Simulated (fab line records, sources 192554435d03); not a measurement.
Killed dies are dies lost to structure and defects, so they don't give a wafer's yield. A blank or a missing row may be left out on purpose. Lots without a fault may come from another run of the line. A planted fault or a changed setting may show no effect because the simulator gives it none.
Which tool did it? | flow n5_finfet | 11 lots, 33 wafers sampled, at 5 steps of a route of 1938

WHAT THE GAUGES READ, wafer by wafer
N5_BEOL_M4_CD_MEAS_35: target cd 18 nm, target cd y 22.4 nm.
lot  | measured     | on        | cd_nm (nm)
L864 | day 8 03:47  | cd_sem-01 | 18.5 18.2 18.2
L867 | day 8 14:20  | cd_sem-01 | 18.6 17.8 17.9
L870 | day 10 09:20 | cd_sem-03 | 18.2 17.8 18.0
L871 | day 10 17:06 | cd_sem-01 | 18.1 18.3 18.0
L872 | day 10 20:00 | cd_sem-01 | 18.2 18.2 19.3
L874 | day 11 01:47 | cd_sem-03 | 18.7 18.2 17.8
L876 | day 11 11:04 | cd_sem-03 | 18.4 18.2 18.9
L875 | day 11 11:11 | cd_sem-01 | 18.2 18.3 18.3
L881 | day 13 00:04 | cd_sem-02 | 18.2 17.9 17.5
L884 | day 13 17:01 | cd_sem-01 | 19.2 18.8 18.1
L885 | day 13 23:16 | cd_sem-01 | 17.9 18.3 18.5

N5_BEOL_M4_RC_MEAS_101.
lot  | measured     | on        | DIBL_N (mV/V)  | DIBL_P (mV/V)  | IOFF_N (nA/um) | IOFF_P (nA/um) | ION_N (uA/um) | ION_P (uA/um) | SS_N (mV/dec)  | SS_P (mV/dec)  | VT_N (mV)   | VT_P (mV)
L864 | day 8 09:34  | prober-01 | 34.2 33.6 34.9 | 33.4 33.0 34.2 | 0.13 0.12 0.14 | 0.20 0.19 0.20 | 674 658 668   | 468 462 462   | 71.0 71.3 71.7 | 72.0 72.1 73.0 | 249 254 252 | -251 -250 -249
L867 | day 8 18:22  | prober-02 | 34.0 36.1 35.6 | 33.5 35.7 35.3 | 0.12 0.16 0.13 | 0.19 0.22 0.20 | 662 679 662   | 460 470 464   | 70.9 70.9 70.7 | 72.6 72.7 72.9 | 253 248 252 | -251 -248 -249
L870 | day 10 13:59 | prober-01 | 35.7 35.9 35.3 | 37.4 36.5 37.5 | 0.15 0.14 0.15 | 0.20 0.21 0.22 | 675 675 685   | 467 467 474   | 71.2 71.5 71.3 | 73.1 73.0 72.5 | 250 254 249 | -252 -249 -252
L871 | day 10 21:28 | prober-02 | 35.7 33.1 35.6 | 36.3 33.1 35.3 | 0.16 0.12 0.16 | 0.18 0.14 0.17 | 688 658 684   | 465 447 457   | 71.5 70.5 70.8 | 73.7 72.7 73.5 | 248 251 248 | -252 -258 -256
L872 | day 11 00:13 | prober-02 | 33.3 34.1 34.9 | 32.4 35.3 33.7 | 0.10 0.12 0.12 | 0.14 0.17 0.15 | 656 665 649   | 457 457 447   | 70.1 70.3 70.9 | 71.9 73.2 72.8 | 252 253 253 | -255 -255 -258
L874 | day 11 06:11 | prober-02 | 36.9 36.7 35.9 | 37.0 37.3 35.6 | 0.18 0.17 0.15 | 0.25 0.24 0.22 | 690 670 678   | 472 457 468   | 71.2 71.8 71.6 | 73.0 73.6 73.4 | 246 250 251 | -246 -248 -250
L876 | day 11 15:00 | prober-02 | 34.1 38.9 35.0 | 34.2 39.7 34.5 | 0.11 0.19 0.12 | 0.16 0.23 0.15 | 660 669 656   | 454 453 452   | 70.6 72.1 71.2 | 73.3 74.7 72.7 | 255 249 253 | -254 -254 -258
L875 | day 11 15:34 | prober-01 | 33.0 35.6 32.2 | 32.8 36.6 31.0 | 0.12 0.15 0.10 | 0.17 0.22 0.14 | 670 678 658   | 465 465 450   | 70.8 71.9 70.7 | 72.5 73.1 71.9 | 252 249 256 | -253 -250 -255
L881 | day 13 04:11 | prober-01 | 33.5 32.6 36.3 | 33.8 31.7 35.8 | 0.13 0.11 0.17 | 0.19 0.17 0.22 | 670 645 681   | 464 447 468   | 70.4 70.0 71.0 | 72.4 72.1 73.4 | 250 252 251 | -248 -251 -248
L884 | day 13 22:01 | prober-02 | 35.8 37.6 34.1 | 36.1 38.6 33.2 | 0.15 0.19 0.12 | 0.21 0.25 0.16 | 673 686 665   | 461 467 455   | 71.4 72.0 70.5 | 73.9 74.6 72.6 | 248 246 255 | -251 -249 -251
L885 | day 14 03:22 | prober-02 | 33.7 36.1 34.0 | 34.0 36.2 34.3 | 0.11 0.14 0.11 | 0.16 0.18 0.15 | 667 675 658   | 464 457 457   | 70.3 71.2 70.8 | 72.1 73.5 72.1 | 256 254 255 | -255 -251 -255

WHICH TOOL RAN EACH LOT (tool, then ch and the chambers of the sampled wafers, then the start)
lot  | N5_BEOL_M4_DEGAS_44          | N5_BEOL_M4_ANNEAL_49         | N5_BEOL_M4_SPUTTER_81
L864 | pvd_sputter-02, day 8 04:04  | pvd_sputter-03, day 8 06:15  | pvd_sputter-03, day 8 06:37
L867 | pvd_sputter-02, day 8 14:24  | pvd_sputter-01, day 8 15:07  | pvd_sputter-01, day 8 15:29
L870 | pvd_sputter-03, day 10 10:13 | pvd_sputter-03, day 10 11:04 | pvd_sputter-03, day 10 11:25
L871 | pvd_sputter-02, day 10 17:14 | pvd_sputter-02, day 10 18:27 | pvd_sputter-02, day 10 18:49
L872 | pvd_sputter-01, day 10 20:33 | pvd_sputter-02, day 10 21:26 | pvd_sputter-02, day 10 21:47
L874 | pvd_sputter-03, day 11 02:30 | pvd_sputter-01, day 11 03:14 | pvd_sputter-01, day 11 03:35
L876 | pvd_sputter-03, day 11 11:19 | pvd_sputter-02, day 11 12:13 | pvd_sputter-02, day 11 12:35
L875 | pvd_sputter-03, day 11 11:24 | pvd_sputter-03, day 11 12:29 | pvd_sputter-03, day 11 12:50
L881 | pvd_sputter-03, day 13 00:06 | pvd_sputter-02, day 13 01:25 | pvd_sputter-02, day 13 01:46
L884 | pvd_sputter-02, day 13 18:28 | pvd_sputter-01, day 13 19:08 | pvd_sputter-01, day 13 19:30
L885 | pvd_sputter-01, day 13 23:44 | pvd_sputter-02, day 14 00:34 | pvd_sputter-02, day 14 00:56
- N5_BEOL_M4_DEGAS_44: time 60 s.
- N5_BEOL_M4_ANNEAL_49: time 240 s.
- N5_BEOL_M4_SPUTTER_81: material Cu, target thk 4.5 nm, time 8.29 s.

WHAT THE TOOLS THEMSELVES READ (means of the sampled wafers that have a number; where no wafer has one, the mark that the record gives instead)
N5_BEOL_M4_DEGAS_44.
lot  | tool           | heater_power_w (W)
L864 | pvd_sputter-02 | 394
L867 | pvd_sputter-02 | 399
L870 | pvd_sputter-03 | 340
L871 | pvd_sputter-02 | 427
L872 | pvd_sputter-01 | 281
L874 | pvd_sputter-03 | 319
L876 | pvd_sputter-03 | 320
L875 | pvd_sputter-03 | 340
L881 | pvd_sputter-03 | 317
L884 | pvd_sputter-02 | 375
L885 | pvd_sputter-01 | 348

N5_BEOL_M4_ANNEAL_49.
lot  | tool           | heater_power_w (W)
L864 | pvd_sputter-03 | 807
L867 | pvd_sputter-01 | 784
L870 | pvd_sputter-03 | 835
L871 | pvd_sputter-02 | 990
L872 | pvd_sputter-02 | 1005
L874 | pvd_sputter-01 | 785
L876 | pvd_sputter-02 | 936
L875 | pvd_sputter-03 | 796
L881 | pvd_sputter-02 | 944
L884 | pvd_sputter-01 | 821
L885 | pvd_sputter-02 | 932

N5_BEOL_M4_SPUTTER_81.
lot  | tool           | chamber_pressure_pa (Pa) | chuck_gas_flow_sccm (sccm) | throttle_valve_pct (%)
L864 | pvd_sputter-03 | 0.06992                  | 1.36                       | 28.2
L867 | pvd_sputter-01 | 0.07001                  | 1.23                       | 30.2
L870 | pvd_sputter-03 | 0.06992                  | 1.26                       | 30.3
L871 | pvd_sputter-02 | 0.07002                  | 1.23                       | 30.6
L872 | pvd_sputter-02 | 0.06991                  | 1.24                       | 30.0
L874 | pvd_sputter-01 | -                        | -                          | -
L876 | pvd_sputter-02 | -                        | -                          | -
L875 | pvd_sputter-03 | 0.07009                  | 1.26                       | 29.3
L881 | pvd_sputter-02 | 0.06998                  | 1.31                       | 30.8
L884 | pvd_sputter-01 | 0.07000                  | 1.29                       | 29.4
L885 | pvd_sputter-02 | 0.07018                  | 1.24                       | 30.2

THE ANSWER, worked out from the rows above alone
Rule: what is usual is taken from the lots themselves. Put in order of their means at a reading, lots are off if they are a third of the lots or fewer, leave a main group of 4 or more, and stand apart from it by a gap of 3 or more times the standard deviation of the main group's means; of several such gaps the widest counts. A main group whose means are all the same, to the digits that the tables above print for the reading, isn't used. A lot without any number at a reading at which 4 lots or more have one is off too. The other lots that the step has rows for count as sound. The gauges are gone through in route order, then the tools' own readings, and for those a lot's mean is taken as printed above. The first step at which some lot is off is used, and at that step the reading that is off furthest; a lot without a number counts as furthest.
Off: L874, L876, at N5_BEOL_M4_SPUTTER_81 (chamber_pressure_pa). Without a number there: L874, L876. The main group: mean 0.07000 Pa, standard deviation 8.3e-05.
A tool fits if, at that step or a process step before it, it ran every lot that is off, and no sound lot after the first of them. None of those tried fits.

WHAT THE SIMULATOR HAD PUT IN
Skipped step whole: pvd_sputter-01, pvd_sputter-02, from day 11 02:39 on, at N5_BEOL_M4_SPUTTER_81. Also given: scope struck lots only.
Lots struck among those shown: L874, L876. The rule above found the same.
